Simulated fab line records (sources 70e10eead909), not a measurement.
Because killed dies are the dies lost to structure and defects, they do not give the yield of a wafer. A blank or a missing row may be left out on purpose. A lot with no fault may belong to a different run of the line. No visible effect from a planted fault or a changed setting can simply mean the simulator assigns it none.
Problem report, 8D (eight disciplines) form, completed by code | flow nandHarc | the parts of the form that need people (team, actions taken, sign-off) are left out

## 1. THE ISSUE
Wafers without a fault read 998 nm, standard deviation 8.8; thkNm at NHARC_A_ONON_D2_THK_MEAS_18 reads a mean of 1568 nm on 6 wafers belonging to 2 lots. That puts it +65 standard deviations away from the usual mean.
The step: measures by ellipsometry.
Seen first at day 15 14:50 on filmMetro-02, wafer L373.3. Wafers with a number at this step in the record: 42, from 14 lots. The rule behind "out" and "out of limits": a value lying over 4 standard deviations away from the usual mean. Any other wafer with a number is counted as sound.

## 2. WHAT IT IS, AND WHAT IT ISN'T
question                    | is                         | is not
which readings at this step | thkNm                      | -
which lots                  | L373, L374                 | L367, L368, L371, L382, L383, L384, L385, L386, L387, L388, L389, L390
which wafers of those lots  | all that have a number     | -
read on which gauges        | filmMetro-01, filmMetro-02 | -
when                        | from day 15 14:50          | up to then (9 sound wafers); but 27 sound wafers of L382, L383, L384, L385, L386, L387, L388, L389, L390 came after

## 3. WHAT RULES OUT EACH SUSPECT
Counting: any tool at a process step up to the reading is kept as a suspect provided that every lot that is out went through it and no sound lot did after the first of them.
- ruled out: the gauge at NHARC_A_ONON_D2_THK_MEAS_18. The wafers that are out were read on 2 gauges (filmMetro-01, filmMetro-02).
- pecvdOnon-03 at NHARC_A_ONON_D2_DEP_16 (target thk 1000 nm): ruled out as a lasting fault. Sound lots L383, L384, L385, L386, L388, L390 ran on it after its first lot that is out, L373 (day 15 14:26).
Left after counting: nothing in the record.

## 4. THE CAUSE (what the simulator had put in)
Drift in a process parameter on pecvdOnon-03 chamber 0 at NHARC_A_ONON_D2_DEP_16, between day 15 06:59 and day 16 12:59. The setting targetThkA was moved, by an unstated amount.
Counting ruled it out, wrongly: the rule takes a fault to strike every lot that its tool runs from its start on, and this one did not.

## 5. SEQUENCE OF EFFECTS, ordered by route
One row per reading whose mean, taken over the struck wafers that have a number, lies over 3 standard deviations from the usual. Only readings whose record carries a usual standard deviation are examined. hours: median over the lots of the time between each lot's start at the first step of this table that gives one and its start at this step. sigmas: the change, counted in usual standard deviations.
hours | step                        | reading       | usual  | on struck wafers | change | sigmas
0     | NHARC_A_ONON_D2_THK_MEAS_18 | thkNm         | 998 nm | 1568             | +570   | +65
285   | NHARC_END_SORT_01           | killedAtArray | 53     | 673              | +620   | +30
285   | NHARC_END_SORT_01           | killedDies    | 58     | 677              | +619   | +29

## 6. WHAT WOULD HAVE CAUGHT IT SOONER
In this record the first reading out of limits at a measuring or inspecting step was taken at day 15 14:50, 8 hours after the fault began at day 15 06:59.
